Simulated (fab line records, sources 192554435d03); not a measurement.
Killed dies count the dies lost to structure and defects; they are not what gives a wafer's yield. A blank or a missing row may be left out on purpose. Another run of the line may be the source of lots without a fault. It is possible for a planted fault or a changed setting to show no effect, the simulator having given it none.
A struck lot beside a sound one -- flow n5 finfet -- 15 steps out of a route of 1938
Sound: the wafers L573.2, L573.3, L573.4. Wafers struck: L572.2, L572.4, L572.6. The cause comes at the end.
Order at every step that has rows: each side's tool, ch and its chambers, its first start. Under that, the readings that differ: sound wafers -- struck wafers -- difference of the means -- sigmas: that difference in standard deviations of wafers without a fault.
alike: a reading whose means differ by less than 2 such deviations, as well as words and numbers matching on both sides. not compared: withheld readings; readings where some wafer has no value; bounds like >300 that might hide an equal value; numbers whose values overlap and for which the record gives no deviation.
A row with sigmas, a row that says differs or no value, or rows on one side alone: a step with any of these is where the two part. Numbers that have no deviation but don't overlap get no sigmas and don't part them. A reading that every wafer of one side lacks parts them only if that side has two wafers or more.

N5_BEOL_M1_OVL_MEAS_12:
  sound on overlay-01 ch 0, day 10 03:50; struck on overlay-01 ch 0, day 10 10:34
  alike: M1_OVL
N5_BEOL_M1_INSPECT_13: inspects for defects (brightfield).
  struck on defect inspect-02, day 10 10:38; sound on defect inspect-02, day 10 03:53
  alike: raw defect count
N5_BEOL_M1_DESCUM_16: chemistry O2, time 7 s.
  sound on rie diel-03 ch 0,1,2, day 10 04:00; struck on rie diel-03 ch 1,2,3, day 10 10:40
  alike: drypump motor current A, oes product au, rf vpp V, showerhead plenum p Torr, throttle valve pct
  not compared: rf hours counter h
N5_BEOL_M1_ETCH_74: etches underlayer in N2/H2, target depth 6.5 nm, time 5.2 s.
  sound on rie diel-03 ch 0,1,2, day 10 04:02; struck on rie diel-03 ch 1,2,3, day 10 10:42
  alike: drypump motor current A, etch rf on time s, oes product au, rf vpp V, showerhead plenum p Torr, throttle valve pct
  not compared: rf hours counter h
then, 1 step without rows for these wafers: N5_BEOL_M1_ETCH_63 (etches SiARC in CF4, target depth 15.6 nm, time 26 s).
N5_BEOL_M1_ETCH_64: etches SOC in N2/H2, target depth 75 nm, overetch 15 nm, time 112.5 s.
  sound on rie diel-03 ch 0,1,2, day 10 04:05; struck on rie diel-03 ch 1,2,3, day 10 10:44
  alike: drypump motor current A, oes product au, rf vpp V, showerhead plenum p Torr, throttle valve pct
  not compared: rf hours counter h
then, 3 steps without rows for these wafers: N5_BEOL_M1_STRIP_65 (strips in N2/H2); N5_BEOL_M1_STRIP_75 (strips in N2/H2); N5_BEOL_M1_STRIP_66 (strips in CF4).
N5_BEOL_M1_HM_OPEN_17: chemistry Cl2/BCl3, target TiN, target depth 20 nm, overetch 6 nm.
  sound on rie metal-03 ch 0,1, day 10 04:15; struck on rie metal-03 ch 0,1, day 10 10:55
  alike: drypump motor current A, oes product au, throttle valve pct
  not compared: rf hours counter h
N5_BEOL_M1_STRIP_19: strips in O2.
  sound on rie diel-02 ch 0,1,2, day 10 04:22; struck on rie diel-05 ch 2,3, day 10 11:02
reading,sound,struck,difference,sigmas
showerhead plenum p Torr (Torr),2.10 2.22 2.14,1.99 2.00 2.00,-0.16,-2
  alike: drypump motor current A, oes product au, rf vpp V, throttle valve pct
  not compared: rf hours counter h
N5_BEOL_M1_CD_MEAS_18: pitch 36 nm, target cd 18 nm.
  struck on cd sem-02, day 10 11:07; sound on cd sem-02, day 10 04:26
  alike: cd nm
N5_BEOL_M1_COAT_67: time 60 s, resist thk 60 nm.
  sound on litho track-01 ch 0, day 10 04:28; struck on litho track-04 ch 0, day 10 11:09
reading,sound,struck,difference,sigmas
heater power total W (W),502.6 498.2 497.7,471.3 473.1 474.2,-26.6,-15
plate temp C (C),250.25 250.20 250.07,238.45 238.30 238.53,-11.75,-62
  alike: resist line temp C
  not compared: model.SOC_of_BEOL_M1_COAT_67.thk nm
then, 1 step without rows for these wafers: N5_BEOL_M1_COAT_68 (time 60 s, resist thk 12 nm).
N5_BEOL_M4_RC_MEAS_101:
  sound on prober-01 ch 0, day 12 04:49; struck on prober-01 ch 0, day 12 09:55
reading,sound,struck,difference,sigmas
IOFF_N (nA/um),0.203 0.206 0.194,0.153 0.115 0.162,-0.058,-3
VT_N (mV),247.5 245.3 247.8,250.6 255.9 250.1,+5.3,+2
  alike: DIBL_N, DIBL_P, IOFF_P, ION_N, ION_P, SS_N, SS_P, VT_P

WHERE THEY PART
Last at N5_BEOL_M4_RC_MEAS_101 as far as this record goes, first at N5_BEOL_M1_STRIP_19.

WHY: what the simulator had put in
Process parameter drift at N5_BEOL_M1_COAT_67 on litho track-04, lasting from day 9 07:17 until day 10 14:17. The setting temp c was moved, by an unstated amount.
